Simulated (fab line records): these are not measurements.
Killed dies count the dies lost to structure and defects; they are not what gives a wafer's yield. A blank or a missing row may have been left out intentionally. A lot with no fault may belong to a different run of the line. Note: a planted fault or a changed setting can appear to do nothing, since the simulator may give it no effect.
Which tool is to blame? :: flow n5-finfet :: 28 wafers sampled from 10 lots at 1 step of a route of 1938

== WHAT EACH GAUGE READ, for each wafer ==
N5_BEOL_M2_THK_MEAS_01.
lot: L431
measured: day 7 05:11
on: film-metro-01
M2_ILD_THK (nm): 78.9 79.1 79.6

lot: L430
measured: day 7 05:22
on: film-metro-01
M2_ILD_THK (nm): 77.6 79.5 79.4

lot: L432
measured: day 7 21:28
on: film-metro-01
M2_ILD_THK (nm): 78.3 79.7 80.3

lot: L438
measured: day 8 18:08
on: film-metro-01
M2_ILD_THK (nm): 77.0 77.6 78.4

lot: L442
measured: day 9 20:02
on: film-metro-02
M2_ILD_THK (nm): 79.9 79.3 79.7

lot: L446
measured: day 10 22:09
on: film-metro-02
M2_ILD_THK (nm): 77.8 79.6

lot: L447
measured: day 11 14:21
on: film-metro-01
M2_ILD_THK (nm): 78.0 79.3

lot: L448
measured: day 11 14:58
on: film-metro-02
M2_ILD_THK (nm): 76.8 78.3 77.9

lot: L451
measured: day 12 01:20
on: film-metro-02
M2_ILD_THK (nm): 76.8 78.3 79.5

lot: L452
measured: day 12 08:13
on: film-metro-02
M2_ILD_THK (nm): 78.0 80.4 79.5

== EACH LOT AND THE TOOL THAT RAN IT (in order: tool; ch and the chambers of the sampled wafers; start) ==
The record shows no process step preceding these readings.

== THE ANSWER, worked out from the rows above alone ==
Rule: the lots themselves supply what counts as usual. Put in order of their means at a reading, lots are off if they are a third of the lots or fewer, leave a main group of 4 or more, and stand apart from it by a gap of 3 or more times the standard deviation of the main group's means; of several such gaps the widest counts. A main group is skipped when, at the precision printed for the reading in the tables above, its means are all equal. Also off: a lot with no number at a reading for which 4 or more lots have one. Any other lot the step has rows for is counted as sound.
No lot is off at any reading shown: from this, nothing can be told.

== WHAT THE SIMULATOR HAD PUT IN ==
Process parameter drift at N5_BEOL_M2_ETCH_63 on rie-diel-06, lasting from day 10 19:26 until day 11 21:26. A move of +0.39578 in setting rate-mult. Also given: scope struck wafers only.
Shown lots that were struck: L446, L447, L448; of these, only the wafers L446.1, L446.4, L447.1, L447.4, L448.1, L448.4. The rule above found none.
